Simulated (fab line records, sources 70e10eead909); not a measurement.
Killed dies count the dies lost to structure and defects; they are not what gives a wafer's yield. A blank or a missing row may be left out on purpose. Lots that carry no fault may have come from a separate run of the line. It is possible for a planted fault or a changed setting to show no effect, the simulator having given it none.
Matching of chambers :: flow nand harc :: NHARC_A_ZERO_WELL_ETCH_19 on rie diel-12: 4 sister chambers
The step etches the open film in N2/H2, target depth 80 nm, overetch 24 nm, time 87.88 s. 16 wafers are shown with their chamber, then 8 later ones without.

EACH WAFER AND ITS CHAMBER
wafer: L079.1
chamber: 0
showerhead plenum p Torr (Torr): 1.97
rf vpp V (V): 429.0
throttle valve pct (%): 14.176

wafer: L079.2
chamber: 1
showerhead plenum p Torr (Torr): 2.03
rf vpp V (V): 432.0
throttle valve pct (%): 14.171

wafer: L079.6
chamber: 0
showerhead plenum p Torr (Torr): 1.97
rf vpp V (V): 429.1
throttle valve pct (%): 14.180

wafer: L080.1
chamber: 2
showerhead plenum p Torr (Torr): 1.92
rf vpp V (V): 426.9
throttle valve pct (%): 14.184

wafer: L080.2
chamber: 1
showerhead plenum p Torr (Torr): 2.03
rf vpp V (V): 430.7
throttle valve pct (%): 14.187

wafer: L080.3
chamber: 0
showerhead plenum p Torr (Torr): 1.97
rf vpp V (V): 427.6
throttle valve pct (%): 14.161

wafer: L085.2
chamber: 3
showerhead plenum p Torr (Torr): 2.13
rf vpp V (V): 432.8
throttle valve pct (%): 14.177

wafer: L085.3
chamber: 2
showerhead plenum p Torr (Torr): 1.91
rf vpp V (V): 425.9
throttle valve pct (%): 14.168

wafer: L085.6
chamber: 3
showerhead plenum p Torr (Torr): 2.13
rf vpp V (V): 431.7
throttle valve pct (%): 14.177

wafer: L087.1
chamber: 0
showerhead plenum p Torr (Torr): 1.97
rf vpp V (V): 430.1
throttle valve pct (%): 14.158

wafer: L087.3
chamber: 1
showerhead plenum p Torr (Torr): 2.02
rf vpp V (V): 428.2
throttle valve pct (%): 14.168

wafer: L087.4
chamber: 2
showerhead plenum p Torr (Torr): 1.91
rf vpp V (V): 427.5
throttle valve pct (%): 14.172

wafer: L090.3
chamber: 3
showerhead plenum p Torr (Torr): 2.13
rf vpp V (V): 434.1
throttle valve pct (%): 14.193

wafer: L090.4
chamber: 2
showerhead plenum p Torr (Torr): 1.91
rf vpp V (V): 427.2
throttle valve pct (%): 14.166

wafer: L090.5
chamber: 3
showerhead plenum p Torr (Torr): 2.13
rf vpp V (V): 431.9
throttle valve pct (%): 14.179

wafer: L091.1
chamber: 2
showerhead plenum p Torr (Torr): 1.91
rf vpp V (V): 427.1
throttle valve pct (%): 14.163

SIGNATURES (means of the wafers above)
reading: showerhead plenum p Torr
chamber 0: 1.9700
chamber 1: 2.0267
chamber 2: 1.9120
chamber 3: 2.1300
scatter within a chamber: 0.0035

reading: rf vpp V
chamber 0: 428.950
chamber 1: 430.300
chamber 2: 426.920
chamber 3: 432.625
scatter within a chamber: 1.14

reading: throttle valve pct
chamber 0: 14.16875
chamber 1: 14.17533
chamber 2: 14.17060
chamber 3: 14.18150
scatter within a chamber: 0.00917
Rule: for each reading, subtract the chamber's mean from the wafer's reading, divide by that reading's scatter and square the result; add these up over the readings and take the root, which gives the wafer's distance from the chamber. If the next closest chamber is less than 2 further off than the closest, the wafer can't be placed; otherwise it belongs to the closest. The scatter: take each reading less its chamber's mean, square it, sum over the shown wafers, divide by the number of wafers less the number of chambers, and take the root.

WAFERS WITHOUT THEIR CHAMBER
wafer: L091.2
showerhead plenum p Torr (Torr): 2.12
rf vpp V (V): 430.6
throttle valve pct (%): 14.164

wafer: L091.6
showerhead plenum p Torr (Torr): 2.12
rf vpp V (V): 433.3
throttle valve pct (%): 14.186

wafer: L095.1
showerhead plenum p Torr (Torr): 2.12
rf vpp V (V): 433.5
throttle valve pct (%): 14.177

wafer: L095.3
showerhead plenum p Torr (Torr): 1.96
rf vpp V (V): 427.7
throttle valve pct (%): 14.175

wafer: L095.5
showerhead plenum p Torr (Torr): 2.12
rf vpp V (V): 432.7
throttle valve pct (%): 14.174

wafer: L096.1
showerhead plenum p Torr (Torr): 2.12
rf vpp V (V): 431.4
throttle valve pct (%): 14.184

wafer: L096.2
showerhead plenum p Torr (Torr): 1.91
rf vpp V (V): 427.0
throttle valve pct (%): 14.177

wafer: L096.4
showerhead plenum p Torr (Torr): 2.12
rf vpp V (V): 432.1
throttle valve pct (%): 14.163

CHAMBER TAKEN BY EACH
wafer: L091.2
from the rows above: 3
in truth: 3

wafer: L091.6
from the rows above: 3
in truth: 3

wafer: L095.1
from the rows above: 3
in truth: 3

wafer: L095.3
from the rows above: 0
in truth: 0

wafer: L095.5
from the rows above: 3
in truth: 3

wafer: L096.1
from the rows above: 3
in truth: 3

wafer: L096.2
from the rows above: 2
in truth: 2

wafer: L096.4
from the rows above: 3
in truth: 3
8 of 8 placed correctly. Can't be placed from these rows: 0. 0 placed wrongly.
